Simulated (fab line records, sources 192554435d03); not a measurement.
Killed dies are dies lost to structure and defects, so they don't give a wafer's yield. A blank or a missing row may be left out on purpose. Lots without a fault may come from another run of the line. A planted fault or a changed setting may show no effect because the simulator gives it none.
Chamber matching | flow n5_finfet | N5_BEOL_M14_TRENCH_ETCH_34 on rie_diel-03: 3 sister chambers
The step etches SiO2 in C4F8/O2/Ar, target depth 556.65 nm, time 126.9 s. 14 wafers are shown with their chamber, then 4 later ones without.

WAFERS WITH THEIR CHAMBER
wafer  | chamber | rf_vpp_V (V) | showerhead_plenum_p_Torr (Torr) | throttle_valve_pct (%)
L606.1 | 0       | 2268         | 3.52                            | 30.38
L606.2 | 1       | 2244         | 3.45                            | 30.81
L606.6 | 0       | 2269         | 3.52                            | 30.38
L607.3 | 0       | 2269         | 3.52                            | 30.40
L607.4 | 3       | 2148         | 3.36                            | 30.90
L607.5 | 0       | 2269         | 3.52                            | 30.38
L608.2 | 1       | 2244         | 3.45                            | 30.82
L608.3 | 0       | 2268         | 3.52                            | 30.39
L608.6 | 1       | 2243         | 3.45                            | 30.81
L619.3 | 0       | 2266         | 3.51                            | 30.31
L619.4 | 3       | 2146         | 3.35                            | 30.95
L619.6 | 0       | 2268         | 3.51                            | 30.31
L620.3 | 3       | 2145         | 3.34                            | 30.95
L620.4 | 0       | 2267         | 3.51                            | 30.29

SIGNATURES (means of the wafers above)
reading                  | chamber 0 | chamber 1 | chamber 3 | scatter within a chamber
rf_vpp_V                 | 2268.00   | 2243.67   | 2146.33   | 1.1
showerhead_plenum_p_Torr | 3.5162    | 3.4500    | 3.3500    | 0.00594
throttle_valve_pct       | 30.3550   | 30.8133   | 30.9333   | 0.0371
Rule: a wafer's distance from a chamber is the root of the sum, over the readings, of the square of ((its reading less the chamber's mean) divided by the reading's scatter). The wafer belongs to the nearest chamber; if the next one is less than 2 further off, it can't be placed. The scatter: the root of (the sum of the squares of (reading less its chamber's mean) over the shown wafers, divided by (wafers less chambers)).

WAFERS WITHOUT THEIR CHAMBER
wafer  | rf_vpp_V (V) | showerhead_plenum_p_Torr (Torr) | throttle_valve_pct (%)
L627.1 | 2144         | 3.34                            | 30.94
L627.3 | 2241         | 3.43                            | 30.87
L626.1 | 2144         | 3.33                            | 30.94
L626.3 | 2241         | 3.42                            | 30.87

WHICH CHAMBER EACH WENT THROUGH
wafer  | from the rows above | in truth
L627.1 | 3                   | 3
L627.3 | 1                   | 1
L626.1 | 3                   | 3
L626.3 | 1                   | 1
Placed correctly: 4 of 4. Can't be placed from these rows: 0. Placed wrongly: 0.
